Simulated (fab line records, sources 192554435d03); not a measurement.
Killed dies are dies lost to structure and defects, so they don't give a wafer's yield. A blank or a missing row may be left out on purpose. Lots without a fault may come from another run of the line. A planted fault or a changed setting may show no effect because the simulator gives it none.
One fault seen from 3 desks | flow n5_finfet | each desk has only its own numbers; what lay behind them comes last
Where a reading is given only as a bound, like >300, the bound stands for it, and a mean or a difference that rests on one is marked > or <: the true number lies beyond.

THE TOOL OWNER'S DESK: rie_diel-01
The tool's own readings at N5_BEOL_M0_SAQP_ETCH_101 (etches SiNx in CH3F/O2, target depth 29.9 nm, time 42.7 s): means of the sampled wafers that have a number, for each lot that ran on this tool. A lot is out of limits, marked OUT, if its mean lies more than 4 standard deviations from the usual mean; the brackets give that distance.
Columns: A = drypump_motor_current_A at N5_BEOL_M0_SAQP_ETCH_101, usual 5.7 A; B = mfc_ar_sccm at N5_BEOL_M0_SAQP_ETCH_101, usual 150.0 sccm; C = oes_product_au at N5_BEOL_M0_SAQP_ETCH_101, usual 0.78 a.u.; D = rf_vpp_V at N5_BEOL_M0_SAQP_ETCH_101, usual 297 V; E = showerhead_plenum_p_Torr at N5_BEOL_M0_SAQP_ETCH_101, usual 2.03 Torr; F = throttle_valve_pct at N5_BEOL_M0_SAQP_ETCH_101, usual 16.40 %
lot  | first seen here | A   | B     | C    | D   | E    | F
L236 | day 5 12:20     | 5.7 | 149.7 | 0.72 | 294 | 2.07 | 16.49
L242 | day 9 04:46     | 5.3 | 150.0 | 0.70 | 294 | 2.08 | 16.66
L244 | day 9 05:26     | 5.9 | 149.9 | 0.78 | 294 | 2.02 | 16.39
L248 | day 9 06:25     | 5.9 | 149.7 | 0.78 | 294 | 2.02 | 16.40
This desk's finding: nothing out of limits on any of the 4 lots.

THE METROLOGY DESK
What the gauges read, lot by lot, whatever tool the lot ran on: means of the sampled wafers that have a number. A lot is out of limits, marked OUT, if its mean lies more than 4 standard deviations from the usual mean; the brackets give that distance. Of its 10 readings 7 are shown: those that lie furthest out on some lot.
Columns: A = DIBL_N at N5_BEOL_M4_RC_MEAS_101, usual 36.2 mV/V; B = DIBL_P at N5_BEOL_M4_RC_MEAS_101, usual 36.2 mV/V; C = IOFF_P at N5_BEOL_M4_RC_MEAS_101, usual 0.21 nA/um; D = SS_N at N5_BEOL_M4_RC_MEAS_101, usual 71.5 mV/dec; E = SS_P at N5_BEOL_M4_RC_MEAS_101, usual 73.1 mV/dec; F = VT_N at N5_BEOL_M4_RC_MEAS_101, usual 250 mV; G = VT_P at N5_BEOL_M4_RC_MEAS_101, usual -250 mV
lot  | first seen here | A    | B    | C    | D    | E    | F   | G
L237 | day 7 18:56     | 33.3 | 32.2 | 0.14 | 70.1 | 72.2 | 255 | -257
L236 | day 7 21:28     | 39.3 | 39.5 | 0.27 | 71.9 | 73.6 | 248 | -246
L238 | day 7 21:52     | 32.9 | 36.0 | 0.15 | 71.3 | 72.8 | 255 | -258
L239 | day 8 10:56     | 36.4 | 37.4 | 0.23 | 71.3 | 73.1 | 249 | -247
L242 | day 10 22:53    | 36.7 | 37.2 | 0.21 | 71.8 | 73.0 | 249 | -252
L244 | day 11 00:43    | 35.4 | 36.9 | 0.18 | 71.3 | 72.3 | 252 | -253
L248 | day 11 09:36    | 35.3 | 32.9 | 0.21 | 70.7 | 73.1 | 250 | -248
L254 | day 12 15:38    | 37.0 | 37.0 | 0.22 | 71.5 | 73.2 | 246 | -249
L256 | day 13 06:20    | 36.4 | 36.2 | 0.21 | 72.2 | 73.3 | 250 | -251
This desk's finding: nothing out of limits on any of the 9 lots.

THE DEFECT DESK
What the inspections along the route counted, lot by lot: means of the sampled wafers that have a number. A lot is out of limits, marked OUT, if its mean lies more than 4 standard deviations from the usual mean; the brackets give that distance.
Columns: A = raw_defect_count at N5_BEOL_M0_SAQP_INSPECT_42, usual 279; B = raw_defect_count at N5_BEOL_M0_CUTY_INSPECT_59, usual 2.2
lot  | first seen here | A   | B
L236 | day 5 14:35     | 209 | 2.3
L237 | day 5 22:43     | 336 | 2.0
L238 | day 6 04:37     | 275 | 1.7
L239 | day 6 08:00     | 271 | 3.3
L242 | day 9 08:01     | 201 | 3.0
L244 | day 9 08:49     | 210 | 2.3
L248 | day 9 12:17     | 450 | >103 (>+59) OUT
L254 | day 10 05:26    | 302 | 1.0
L256 | day 10 16:03    | 326 | 1.0
This desk's finding: out of limits on L248; first on L248, day 9 14:17 (raw_defect_count at N5_BEOL_M0_CUTY_INSPECT_59). In limits: L236, L237, L238, L239, L242, L244, L254, L256.

PUT TOGETHER
The defect desk could have raised an alarm at day 9 14:17, on L248.
The tool owner's desk saw nothing out of limits.
The metrology desk saw nothing out of limits.
The tool owner's desk has L248 on record, within its limits.
The metrology desk has L248 on record, within its limits.
Of the lots named, all ran N5_BEOL_M0_SAQP_ETCH_101 on rie_diel-01.

WHAT THE SIMULATOR HAD PUT IN
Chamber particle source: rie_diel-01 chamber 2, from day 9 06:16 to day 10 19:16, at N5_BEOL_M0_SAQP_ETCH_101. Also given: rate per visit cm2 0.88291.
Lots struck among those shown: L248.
Hours from the fault's start to each desk's first reading out of limits: the defect desk, 8.
